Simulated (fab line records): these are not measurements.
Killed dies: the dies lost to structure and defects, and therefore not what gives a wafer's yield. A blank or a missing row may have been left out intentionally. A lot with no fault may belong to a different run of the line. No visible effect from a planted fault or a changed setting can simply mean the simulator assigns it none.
Matching of chambers / flow n5-finfet / rie-diel-05 running N5_MOL_CONTACT_COAG_DESCUM_88: 4 sister chambers
The step chemistry O2, time 7 s. 18 wafers are shown with their chamber, then 9 later ones without.

== WAFERS WITH THEIR CHAMBER ==
wafer=L076.3; chamber=1; drypump-motor-current-A (A)=5.5; throttle-valve-pct (%)=20.35; showerhead-plenum-p-Torr (Torr)=1.98
wafer=L076.4; chamber=2; drypump-motor-current-A (A)=5.9; throttle-valve-pct (%)=20.38; showerhead-plenum-p-Torr (Torr)=2.19
wafer=L076.6; chamber=3; drypump-motor-current-A (A)=5.7; throttle-valve-pct (%)=20.55; showerhead-plenum-p-Torr (Torr)=1.95
wafer=L080.1; chamber=2; drypump-motor-current-A (A)=5.9; throttle-valve-pct (%)=20.40; showerhead-plenum-p-Torr (Torr)=2.18
wafer=L080.4; chamber=1; drypump-motor-current-A (A)=5.5; throttle-valve-pct (%)=20.35; showerhead-plenum-p-Torr (Torr)=1.98
wafer=L080.6; chamber=3; drypump-motor-current-A (A)=5.7; throttle-valve-pct (%)=20.16; showerhead-plenum-p-Torr (Torr)=2.21
wafer=L082.1; chamber=0; drypump-motor-current-A (A)=5.0; throttle-valve-pct (%)=20.02; showerhead-plenum-p-Torr (Torr)=2.12
wafer=L082.4; chamber=3; drypump-motor-current-A (A)=5.7; throttle-valve-pct (%)=20.14; showerhead-plenum-p-Torr (Torr)=2.21
wafer=L082.5; chamber=3; drypump-motor-current-A (A)=5.8; throttle-valve-pct (%)=20.15; showerhead-plenum-p-Torr (Torr)=2.21
wafer=L083.1; chamber=0; drypump-motor-current-A (A)=5.0; throttle-valve-pct (%)=20.01; showerhead-plenum-p-Torr (Torr)=2.12
wafer=L083.2; chamber=3; drypump-motor-current-A (A)=5.7; throttle-valve-pct (%)=20.14; showerhead-plenum-p-Torr (Torr)=2.21
wafer=L083.5; chamber=1; drypump-motor-current-A (A)=5.5; throttle-valve-pct (%)=20.35; showerhead-plenum-p-Torr (Torr)=1.97
wafer=L086.1; chamber=3; drypump-motor-current-A (A)=5.7; throttle-valve-pct (%)=20.17; showerhead-plenum-p-Torr (Torr)=2.21
wafer=L086.2; chamber=2; drypump-motor-current-A (A)=5.9; throttle-valve-pct (%)=20.42; showerhead-plenum-p-Torr (Torr)=2.18
wafer=L086.4; chamber=1; drypump-motor-current-A (A)=5.5; throttle-valve-pct (%)=20.37; showerhead-plenum-p-Torr (Torr)=1.97
wafer=L089.1; chamber=2; drypump-motor-current-A (A)=5.9; throttle-valve-pct (%)=20.44; showerhead-plenum-p-Torr (Torr)=2.18
wafer=L089.2; chamber=3; drypump-motor-current-A (A)=5.7; throttle-valve-pct (%)=20.18; showerhead-plenum-p-Torr (Torr)=2.21
wafer=L089.3; chamber=1; drypump-motor-current-A (A)=5.6; throttle-valve-pct (%)=20.39; showerhead-plenum-p-Torr (Torr)=1.97

SIGNATURES, as means of the wafers listed above
reading=drypump-motor-current-A; chamber 0=5.000; chamber 1=5.520; chamber 2=5.900; chamber 3=5.714; scatter within a chamber=0.0344
reading=throttle-valve-pct; chamber 0=20.0150; chamber 1=20.3620; chamber 2=20.4100; chamber 3=20.2129; scatter within a chamber=0.099
reading=showerhead-plenum-p-Torr; chamber 0=2.1200; chamber 1=1.9740; chamber 2=2.1825; chamber 3=2.1729; scatter within a chamber=0.0644
Rule: a wafer's distance from a chamber is the root of the sum, over the readings, of the square of ((its reading less the chamber's mean) divided by the reading's scatter). The wafer belongs to the nearest chamber; if the next one is less than 2 further off, it can't be placed. The scatter: take each reading less its chamber's mean, square it, sum over the shown wafers, divide by the number of wafers less the number of chambers, and take the root.

== WAFERS WITH NO CHAMBER GIVEN ==
wafer=L089.4; drypump-motor-current-A (A)=4.9; throttle-valve-pct (%)=20.04; showerhead-plenum-p-Torr (Torr)=2.11
wafer=L089.5; drypump-motor-current-A (A)=5.0; throttle-valve-pct (%)=20.03; showerhead-plenum-p-Torr (Torr)=2.11
wafer=L089.6; drypump-motor-current-A (A)=5.5; throttle-valve-pct (%)=20.37; showerhead-plenum-p-Torr (Torr)=1.97
wafer=L092.2; drypump-motor-current-A (A)=5.9; throttle-valve-pct (%)=20.43; showerhead-plenum-p-Torr (Torr)=2.17
wafer=L092.5; drypump-motor-current-A (A)=5.7; throttle-valve-pct (%)=20.19; showerhead-plenum-p-Torr (Torr)=2.20
wafer=L092.6; drypump-motor-current-A (A)=5.9; throttle-valve-pct (%)=20.43; showerhead-plenum-p-Torr (Torr)=2.17
wafer=L093.1; drypump-motor-current-A (A)=5.7; throttle-valve-pct (%)=20.18; showerhead-plenum-p-Torr (Torr)=2.20
wafer=L093.2; drypump-motor-current-A (A)=5.0; throttle-valve-pct (%)=20.03; showerhead-plenum-p-Torr (Torr)=2.11
wafer=L093.3; drypump-motor-current-A (A)=5.9; throttle-valve-pct (%)=20.41; showerhead-plenum-p-Torr (Torr)=2.17

== WHICH CHAMBER EACH ONE RAN IN ==
wafer=L089.4; from the rows above=0; in truth=0
wafer=L089.5; from the rows above=0; in truth=0
wafer=L089.6; from the rows above=1; in truth=1
wafer=L092.2; from the rows above=2; in truth=2
wafer=L092.5; from the rows above=3; in truth=3
wafer=L092.6; from the rows above=2; in truth=2
wafer=L093.1; from the rows above=3; in truth=3
wafer=L093.2; from the rows above=0; in truth=0
wafer=L093.3; from the rows above=2; in truth=2
Correctly placed: 9 of 9. Number that these rows cannot place: 0. Placed wrongly: 0.
